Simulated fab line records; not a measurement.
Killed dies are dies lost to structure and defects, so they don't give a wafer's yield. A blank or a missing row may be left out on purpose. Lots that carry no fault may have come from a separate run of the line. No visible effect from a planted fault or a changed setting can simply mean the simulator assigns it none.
Which of the tools did it? | flow n5_finfet | route of 1938 steps, sampled at 1 step: 11 lots, 30 wafers

== WHAT THE GAUGES SHOWED, per wafer ==
N5_BEOL_M15_INSPECT_55: inspects for defects (darkfield). Usual: raw_defect_count reads 73 (standard deviation 24).
lot  | measured     | on                | raw_defect_count | flag
L440 | day 12 11:40 | defect_inspect-02 | 111 77 104       |
L439 | day 12 23:32 | defect_inspect-02 | 60 71 77         |
L441 | day 13 02:54 | defect_inspect-01 | 41 36 74         |
L450 | day 15 10:53 | defect_inspect-02 | 92 44            |
L454 | day 15 14:19 | defect_inspect-02 | 108 79 117       |
L452 | day 15 23:41 | defect_inspect-02 | 85 88 71         |
L455 | day 16 09:20 | defect_inspect-02 | 81 45            |
L459 | day 17 06:15 | defect_inspect-01 | 53 37 61         |
L460 | day 17 18:01 | defect_inspect-02 | 141 61 84        |
L462 | day 17 19:26 | defect_inspect-02 | 71 68 55         |
L461 | day 18 00:31 | defect_inspect-02 | 55 34            |

== EACH LOT AND THE TOOL THAT RAN IT (in order: tool; ch and the chambers of the sampled wafers; start) ==
Before these readings, the record contains no process step.

== WHAT THE TOOLS THEMSELVES READ (means of the sampled wafers that have a number; where no wafer has one, the mark that the record gives instead) ==
The record holds no such reading with a usual standard deviation.

== THE ANSWER, worked out from the rows above alone ==
Rule: lot off if the mean of its wafers having a number is beyond 3 standard deviations from the usual mean. A lot without any number at a reading at which 4 lots or more have one is off too. All remaining lots with rows at the step are treated as sound. First the gauges in route order, then the tools' own readings, where a lot's mean is used as printed above. At the first step where some lot is off, the reading lying furthest off is the one used; lots without a number count as furthest.
No lot is off on any of the readings shown, so nothing can be concluded from this.

== WHAT HAD BEEN PUT IN BY THE SIMULATOR ==
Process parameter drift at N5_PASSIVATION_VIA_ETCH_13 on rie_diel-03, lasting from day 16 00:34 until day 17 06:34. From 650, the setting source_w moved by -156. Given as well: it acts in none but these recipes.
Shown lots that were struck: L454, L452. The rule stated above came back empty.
